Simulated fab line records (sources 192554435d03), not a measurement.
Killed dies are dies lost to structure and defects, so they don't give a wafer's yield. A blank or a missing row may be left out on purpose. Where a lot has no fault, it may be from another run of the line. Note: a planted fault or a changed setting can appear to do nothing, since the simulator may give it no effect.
Matching of chambers    flow n5Finfet    N5_BEOL_M1_PRE_CLEAN_60 on cvdCo-01: 3 sister chambers
The step time 15 s. 22 wafers are shown with their chamber, then 11 later ones without.

== WAFERS WITH THEIR CHAMBER ==
wafer   chamber  heaterPowerW (W)
L074.2  2        90
L074.3  2        91
L074.6  2        89
L075.1  2        88
L075.3  0        88
L075.5  0        86
L077.2  1        82
L077.3  2        89
L077.6  2        89
L078.2  1        82
L078.3  2        90
L078.6  1        83
L079.1  2        91
L079.2  0        88
L079.5  2        89
L082.1  1        85
L082.2  2        91
L082.4  0        88
L085.3  1        84
L085.5  0        88
L085.6  1        86
L086.1  2        89

SIGNATURES (averages over the wafers above)
reading       chamber 0  chamber 1  chamber 2  scatter within a chamber
heaterPowerW  87.60      83.67      89.64      1.19
Rule: a wafer lies at a distance from a chamber equal to the root of the sum of squares, over the readings, of (its reading less the chamber's mean, divided by the reading's scatter). The wafer belongs to the nearest chamber; if the next one is less than 2 further off, it can't be placed. The scatter is the square root of a quotient: the sum, over the shown wafers, of each reading's squared deviation from its chamber's mean, divided by wafers minus chambers.

== WAFERS WITH NO CHAMBER GIVEN ==
wafer   heaterPowerW (W)
L086.3  89
L086.4  90
L089.2  83
L089.4  88
L089.5  84
L090.1  82
L090.3  91
L090.5  84
L094.3  86
L094.5  83
L094.6  88

== CHAMBER TAKEN BY EACH ==
wafer   from the rows above           in truth
L086.3  can't be placed: 2 or 0       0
L086.4  can't be placed: 2 or 0       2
L089.2  1                             1
L089.4  can't be placed: 0 or 2       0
L089.5  1                             1
L090.1  1                             1
L090.3  can't be placed: 2 or 0       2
L090.5  1                             1
L094.3  can't be placed: 0 or 1 or 2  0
L094.5  1                             1
L094.6  can't be placed: 0 or 2       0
Correctly placed: 5 of 11. Not placeable from these rows: 6 (in 6, the candidates include the true chamber). 0 placed wrongly.
